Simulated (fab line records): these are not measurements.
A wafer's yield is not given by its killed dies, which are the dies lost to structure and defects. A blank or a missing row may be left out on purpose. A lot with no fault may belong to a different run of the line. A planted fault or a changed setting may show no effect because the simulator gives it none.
What tool caused it?	flow n5 finfet	Sampling: 24 lots, 72 wafers, 6 of 1938 route steps

## WHAT THE GAUGES SHOWED, per wafer
The record lacks any reading of a measuring or inspecting step that a usual standard deviation could be used to judge.

## WHICH TOOL RAN EACH LOT (tool, then ch and the chambers of the sampled wafers, then the start)
lot	N5_BEOL_M1_STRIP_36	N5_BEOL_M1_DEGAS_44	N5_BEOL_M1_SPUTTER_79	N5_BEOL_M1_ANNEAL_82	N5_BEOL_M2_ILD_DEP_00	N5_BEOL_M2_HM_DEP_02
L074	rie diel-05 ch 0,1,3, day 6 05:49	pvd sputter-01, day 6 06:27	pvd sputter-03, day 6 07:28	pvd sputter-03, day 6 07:46	pecvd-02 ch 0,2, day 6 10:10	pvd sputter-01, day 6 10:52
L075	rie diel-05 ch 0,1,3, day 6 14:05	pvd sputter-02, day 6 14:31	pvd sputter-01, day 6 15:22	pvd sputter-01, day 6 15:40	pecvd-03 ch 0,1,2, day 6 18:01	pvd sputter-03, day 6 18:30
L077	rie diel-05 ch 1,2,3, day 6 17:07	pvd sputter-03, day 6 17:56	pvd sputter-02, day 6 18:58	pvd sputter-02, day 6 19:16	pecvd-01 ch 0,2, day 6 21:37	pvd sputter-01, day 7 01:28
L076	rie diel-06 ch 0,2, day 6 20:29	pvd sputter-02, day 6 21:09	pvd sputter-03, day 6 23:46	pvd sputter-03, day 7 00:04	pecvd-03 ch 0,2, day 7 03:27	pvd sputter-01, day 7 05:24
L078	rie diel-05 ch 1,2, day 7 08:29	pvd sputter-03, day 7 09:11	pvd sputter-01, day 7 09:57	pvd sputter-01, day 7 10:15	pecvd-02 ch 0,1, day 7 12:36	pvd sputter-02, day 7 13:15
L079	rie diel-01 ch 0,1,3, day 7 16:08	pvd sputter-01, day 7 16:49	pvd sputter-03, day 7 18:05	pvd sputter-03, day 7 18:23	pecvd-02 ch 0,2, day 7 20:44	pvd sputter-02, day 7 21:48
L081	rie diel-05 ch 0,3, day 8 02:39	pvd sputter-01, day 8 03:20	pvd sputter-03, day 8 04:16	pvd sputter-03, day 8 04:34	pecvd-03 ch 1,2, day 8 06:56	pvd sputter-01, day 8 09:11
L082	rie diel-01 ch 0,1,3, day 8 02:44	pvd sputter-03, day 8 03:25	pvd sputter-02, day 8 04:25	pvd sputter-02, day 8 04:43	pecvd-02 ch 0,1,2, day 8 07:09	pvd sputter-03, day 8 09:21
L080	rie diel-01 ch 0,2,3, day 8 03:07	pvd sputter-03, day 8 03:49	pvd sputter-02, day 8 06:16	pvd sputter-02, day 8 06:34	pecvd-01 ch 0,1,2, day 8 08:56	pvd sputter-01, day 8 09:28
L083	rie diel-06 ch 0,2,3, day 8 14:44	pvd sputter-01, day 8 15:35	pvd sputter-03, day 8 16:29	pvd sputter-03, day 8 16:47	pecvd-02 ch 0,2, day 8 19:11	pvd sputter-02, day 8 23:16
L084	rie diel-06 ch 0,3, day 9 00:23	pvd sputter-02, day 9 01:02	pvd sputter-03, day 9 01:49	pvd sputter-03, day 9 02:07	pecvd-03 ch 0,1,2, day 9 04:29	pvd sputter-01, day 9 05:38
L085	rie diel-05 ch 0,2,3, day 9 01:18	pvd sputter-02, day 9 01:42	pvd sputter-01, day 9 03:54	pvd sputter-01, day 9 04:12	pecvd-02 ch 1,2, day 9 06:41	pvd sputter-02, day 9 07:16
L086	rie diel-05 ch 1,2,3, day 9 06:14	pvd sputter-02, day 9 07:01	pvd sputter-01, day 9 07:58	pvd sputter-01, day 9 08:16	pecvd-01 ch 0,2, day 9 10:38	pvd sputter-02, day 9 12:43
L087	rie diel-05 ch 0,2,3, day 9 12:29	pvd sputter-02, day 9 13:17	pvd sputter-02, day 9 14:23	pvd sputter-02, day 9 14:41	pecvd-02 ch 0,1,2, day 9 17:04	pvd sputter-03, day 9 18:09
L088	rie diel-01 ch 1,3, day 9 17:56	pvd sputter-02, day 9 19:12	pvd sputter-02, day 9 20:02	pvd sputter-02, day 9 20:20	pecvd-03 ch 1,2, day 9 22:41	pvd sputter-02, day 9 23:04
L089	rie diel-05 ch 0,1,3, day 9 22:20	pvd sputter-03, day 9 22:49	pvd sputter-02, day 9 23:49	pvd sputter-02, day 10 00:07	pecvd-02 ch 0,1,2, day 10 02:41	pvd sputter-02, day 10 03:31
L090	rie diel-01 ch 0,1,3, day 10 12:02	pvd sputter-02, day 10 12:58	pvd sputter-01, day 10 14:01	pvd sputter-01, day 10 14:19	pecvd-03 ch 0,1,2, day 10 16:41	pvd sputter-03, day 10 17:28
L092	rie diel-05 ch 0,2,3, day 10 16:04	pvd sputter-03, day 10 17:18	pvd sputter-01, day 10 18:09	pvd sputter-01, day 10 18:27	pecvd-01 ch 0,1, day 10 20:49	pvd sputter-03, day 10 23:01
L091	rie diel-01 ch 0,2, day 10 17:10	pvd sputter-01, day 10 17:51	pvd sputter-03, day 10 18:54	pvd sputter-03, day 10 19:12	pecvd-01 ch 0,1, day 10 21:52	pvd sputter-03, day 10 23:10
L093	rie diel-01 ch 0,1,3, day 10 19:37	pvd sputter-01, day 10 20:07	pvd sputter-03, day 10 21:01	pvd sputter-03, day 10 21:19	pecvd-03 ch 0,2, day 10 23:40	pvd sputter-03, day 11 00:18
L094	rie diel-06 ch 1,2, day 11 11:31	pvd sputter-01, day 11 12:12	pvd sputter-02, day 11 13:22	pvd sputter-02, day 11 13:40	pecvd-02 ch 0,1,2, day 11 16:01	pvd sputter-03, day 11 16:47
L095	rie diel-01 ch 0,1, day 11 22:32	pvd sputter-02, day 11 23:02	pvd sputter-02, day 12 00:08	pvd sputter-02, day 12 00:28	pecvd-02 ch 0,2, day 12 02:59	pvd sputter-03, day 12 03:26
L096	rie diel-01 ch 0,1, day 11 23:47	pvd sputter-03, day 12 00:31	pvd sputter-03, day 12 01:23	pvd sputter-03, day 12 01:41	pecvd-02 ch 0,2, day 12 04:08	pvd sputter-01, day 12 04:27
L097	rie diel-06 ch 1,2,3, day 12 09:59	pvd sputter-03, day 12 10:32	pvd sputter-01, day 12 13:07	pvd sputter-01, day 12 13:25	pecvd-03 ch 0,1, day 12 15:46	pvd sputter-02, day 12 15:56
- N5_BEOL_M1_STRIP_36: strips in N2/H2.
- N5_BEOL_M1_DEGAS_44: time 60 s.
- N5_BEOL_M1_SPUTTER_79: material Cu, target thk 4.5 nm, time 8.29 s.
- N5_BEOL_M1_ANNEAL_82: time 240 s.
- N5_BEOL_M2_ILD_DEP_00: deposits SiOC from DEMS/O2, target thk 79 nm, time 15.3 s.
- N5_BEOL_M2_HM_DEP_02: deposits TiN, target thk 20 nm.

## AS READ BY THE TOOLS THEMSELVES (means over the sampled wafers that have a number; for cases with no such wafer, the mark the record gives instead)
N5_BEOL_M1_STRIP_36. Usual: value, then standard deviation, for each; chamber pressure mTorr 20.00 mTorr / 0.033; drypump motor current A 5.68 A / 0.29; n2 flow sccm 200.0 sccm / 0.6; oes product au 0.77 a.u. / 0.078; rf vpp V 59.1 V / 1.5; showerhead plenum p Torr 2.58 Torr / 0.054; throttle valve pct 23.72 % / 0.28.
lot	tool	chamber pressure mTorr (mTorr)	drypump motor current A (A)	n2 flow sccm (sccm)	oes product au (a.u.)	rf vpp V (V)	showerhead plenum p Torr (Torr)	throttle valve pct (%)	flag
L074	rie diel-05	19.99	5.61	199.8	0.77	59.5	2.58	23.57	
L075	rie diel-05	20.00	5.61	199.6	0.76	58.6	2.58	23.58	
L077	rie diel-05	20.00	5.46	200.1	0.79	60.2	2.56	23.68	
L076	rie diel-06	20.03	5.75	200.6	0.74	58.0	2.60	23.75	
L078	rie diel-05	20.02	5.46	200.6	0.84	59.8	2.60	23.82	
L079	rie diel-01	20.04	5.95	199.4	0.78	59.5	2.62	23.90	
L081	rie diel-05	20.00	5.88	200.3	0.74	58.0	2.59	23.60	
L082	rie diel-01	20.01	5.94	200.2	0.77	57.0	2.62	23.90	
L080	rie diel-01	20.01	5.68	200.2	0.78	59.3	2.58	23.62	
L083	rie diel-06	20.01	5.58	200.0	0.76	59.1	2.55	23.80	
L084	rie diel-06	20.00	5.67	199.6	0.77	59.1	2.59	23.87	
L085	rie diel-05	20.01	5.71	200.2	0.76	59.4	2.57	23.71	
L086	rie diel-05	19.97	5.46	200.4	0.77	59.5	2.55	23.70	
L087	rie diel-05	19.98	5.72	199.9	0.76	58.2	2.57	23.72	
L088	rie diel-01	20.00	5.82	199.9	0.71	60.6	2.62	23.70	
L089	rie diel-05	20.00	5.63	200.4	0.74	59.3	2.57	23.60	
L090	rie diel-01	20.01	5.94	199.9	0.76	60.9	2.61	23.90	
L092	rie diel-05	20.00	5.71	199.9	0.75	58.9	2.57	23.72	
L091	rie diel-01	19.99	5.81	199.6	0.80	59.4	2.57	23.87	
L093	rie diel-01	20.00	5.93	199.5	0.75	58.6	2.61	23.94	
L094	rie diel-06	20.02	5.37	199.9	0.84	60.5	2.56	23.20	
L095	rie diel-01	19.97	6.01	199.5	0.94	61.2	2.61	24.03	
L096	rie diel-01	19.99	6.05	199.9	0.88	59.6	2.60	24.04	
L097	rie diel-06	20.00	5.39	200.5	0.80	59.2	2.52	23.52	

N5_BEOL_M1_DEGAS_44. Usual: heater power w at 329 W, with a standard deviation of 44.
lot	tool	heater power w (W)	flag
L074	pvd sputter-01	297	
L075	pvd sputter-02	361	
L077	pvd sputter-03	375	
L076	pvd sputter-02	367	
L078	pvd sputter-03	354	
L079	pvd sputter-01	300	
L081	pvd sputter-01	298	
L082	pvd sputter-03	351	
L080	pvd sputter-03	354	
L083	pvd sputter-01	301	
L084	pvd sputter-02	333	
L085	pvd sputter-02	307	
L086	pvd sputter-02	331	
L087	pvd sputter-02	362	
L088	pvd sputter-02	357	
L089	pvd sputter-03	332	
L090	pvd sputter-02	335	
L092	pvd sputter-03	374	
L091	pvd sputter-01	304	
L093	pvd sputter-01	302	
L094	pvd sputter-01	275	
L095	pvd sputter-02	304	
L096	pvd sputter-03	369	
L097	pvd sputter-03	330	

N5_BEOL_M1_SPUTTER_79. Usual: chamber pressure pa 0.06998 Pa, standard deviation 0.00013; chuck gas flow sccm 1.26 sccm, standard deviation 0.055; substrate temp c -20.01 C, standard deviation 0.11; throttle valve pct 30.4 %, standard deviation 0.95.
lot	tool	chamber pressure pa (Pa)	chuck gas flow sccm (sccm)	substrate temp c (C)	throttle valve pct (%)	flag
L074	pvd sputter-03	0.06985	1.23	-19.93	30.4	
L075	pvd sputter-01	0.06994	1.25	-20.09	29.3	
L077	pvd sputter-02	0.07004	1.23	-20.05	30.2	
L076	pvd sputter-03	0.06994	1.24	-20.11	29.9	
L078	pvd sputter-01	0.06999	1.23	-20.18	30.3	
L079	pvd sputter-03	0.06998	1.21	-19.97	30.0	
L081	pvd sputter-03	0.06996	1.26	-20.07	30.3	
L082	pvd sputter-02	0.06995	1.25	-19.97	30.1	
L080	pvd sputter-02	0.06998	1.20	-19.99	30.9	
L083	pvd sputter-03	0.07000	1.29	-19.92	29.9	
L084	pvd sputter-03	0.06998	1.29	-19.89	30.1	
L085	pvd sputter-01	0.06996	1.26	-20.01	29.8	
L086	pvd sputter-01	0.07014	1.27	-19.99	30.0	
L087	pvd sputter-02	0.06992	1.32	-20.05	30.3	
L088	pvd sputter-02	0.06990	1.24	-20.00	30.1	
L089	pvd sputter-02	0.07000	1.33	-19.96	30.1	
L090	pvd sputter-01	0.06998	1.26	-20.03	30.8	
L092	pvd sputter-01	0.06996	1.24	-20.06	30.3	
L091	pvd sputter-03	0.07000	1.27	-19.96	30.1	
L093	pvd sputter-03	0.07002	1.32	-20.10	30.8	
L094	pvd sputter-02	0.07003	1.25	-20.02	30.9	
L095	pvd sputter-02	0.06995	1.30	-19.93	30.0	
L096	pvd sputter-03	0.06997	1.20	-20.14	30.4	
L097	pvd sputter-01	0.07001	1.28	-20.07	30.4	

N5_BEOL_M1_ANNEAL_82. Usual: heater power w at 826 W, with a standard deviation of 110.
lot	tool	heater power w (W)	flag
L074	pvd sputter-03	881	
L075	pvd sputter-01	738	
L077	pvd sputter-02	918	
L076	pvd sputter-03	770	
L078	pvd sputter-01	770	
L079	pvd sputter-03	772	
L081	pvd sputter-03	871	
L082	pvd sputter-02	908	
L080	pvd sputter-02	837	
L083	pvd sputter-03	825	
L084	pvd sputter-03	886	
L085	pvd sputter-01	744	
L086	pvd sputter-01	739	
L087	pvd sputter-02	926	
L088	pvd sputter-02	910	
L089	pvd sputter-02	906	
L090	pvd sputter-01	759	
L092	pvd sputter-01	762	
L091	pvd sputter-03	898	
L093	pvd sputter-03	995	
L094	pvd sputter-02	839	
L095	pvd sputter-02	896	
L096	pvd sputter-03	872	
L097	pvd sputter-01	729	

N5_BEOL_M2_ILD_DEP_00. Usual: heater power w 466 W, standard deviation 42; showerhead plenum p Torr 5.699 Torr, standard deviation 0.014; throttle valve pct 12.2 %, standard deviation 0.75.
lot	tool	heater power w (W)	showerhead plenum p Torr (Torr)	throttle valve pct (%)	flag
L074	pecvd-02	430	5.689	12.4	
L075	pecvd-03	499	5.703	11.5	
L077	pecvd-01	462	5.703	12.3	
L076	pecvd-03	469	5.690	11.5	
L078	pecvd-02	473	5.694	12.4	
L079	pecvd-02	481	5.692	12.5	
L081	pecvd-03	498	5.704	11.6	
L082	pecvd-02	435	5.699	12.5	
L080	pecvd-01	448	5.704	12.7	
L083	pecvd-02	428	5.691	12.9	
L084	pecvd-03	483	5.697	11.7	
L085	pecvd-02	466	5.694	12.0	
L086	pecvd-01	490	5.699	12.9	
L087	pecvd-02	432	5.699	12.5	
L088	pecvd-03	480	5.716	11.6	
L089	pecvd-02	457	5.698	12.5	
L090	pecvd-03	458	5.696	11.6	
L092	pecvd-01	500	5.706	12.2	
L091	pecvd-01	468	5.713	12.7	
L093	pecvd-03	491	5.689	11.4	
L094	pecvd-02	485	5.688	12.4	
L095	pecvd-02	425	5.688	12.5	
L096	pecvd-02	421	5.700	12.4	
L097	pecvd-03	509	5.707	11.7	

N5_BEOL_M2_HM_DEP_02. Usual: chamber pressure pa 0.5000 Pa, standard deviation 0.001; substrate temp c 24.99 C, standard deviation 0.11; throttle valve pct 30.4 %, standard deviation 0.98.
lot	tool	chamber pressure pa (Pa)	substrate temp c (C)	throttle valve pct (%)	flag
L074	pvd sputter-01	0.4991	25.04	30.9	
L075	pvd sputter-03	0.5004	25.00	30.4	
L077	pvd sputter-01	0.5001	25.06	30.4	
L076	pvd sputter-01	0.4993	25.14	29.7	
L078	pvd sputter-02	0.4990	24.89	31.1	
L079	pvd sputter-02	0.5004	25.01	31.0	
L081	pvd sputter-01	0.5011	25.00	31.2	
L082	pvd sputter-03	0.5005	25.00	30.3	
L080	pvd sputter-01	0.5000	24.92	31.3	
L083	pvd sputter-02	0.5007	25.00	30.7	
L084	pvd sputter-01	0.4996	24.96	31.2	
L085	pvd sputter-02	0.5001	24.98	30.3	
L086	pvd sputter-02	0.5009	25.10	30.7	
L087	pvd sputter-03	0.4996	24.96	30.3	
L088	pvd sputter-02	0.4995	25.08	30.9	
L089	pvd sputter-02	0.4997	25.00	30.6	
L090	pvd sputter-03	0.5004	25.02	29.8	
L092	pvd sputter-03	0.5016	25.00	30.9	
L091	pvd sputter-03	0.4997	25.17	29.8	
L093	pvd sputter-03	0.4998	25.03	30.2	
L094	pvd sputter-03	0.4999	25.01	30.4	
L095	pvd sputter-03	0.5003	24.87	29.9	
L096	pvd sputter-01	0.4985	24.89	30.1	
L097	pvd sputter-02	0.5004	25.07	30.8	

## THE ANSWER, worked out from the rows above alone
Rule: lot off if the mean of its wafers having a number is beyond 3 standard deviations from the usual mean. A lot without any number at a reading at which 4 lots or more have one is off too. All remaining lots with rows at the step are treated as sound. After the gauges, taken in route order, come the tools' own readings; for these a lot's mean is taken, as printed above. The first step at which some lot is off is used, and at that step the reading that is off furthest; a lot without a number counts as furthest.
Nothing can be told from this: no lot is off at any reading shown.

## WHAT HAD BEEN PUT IN BY THE SIMULATOR
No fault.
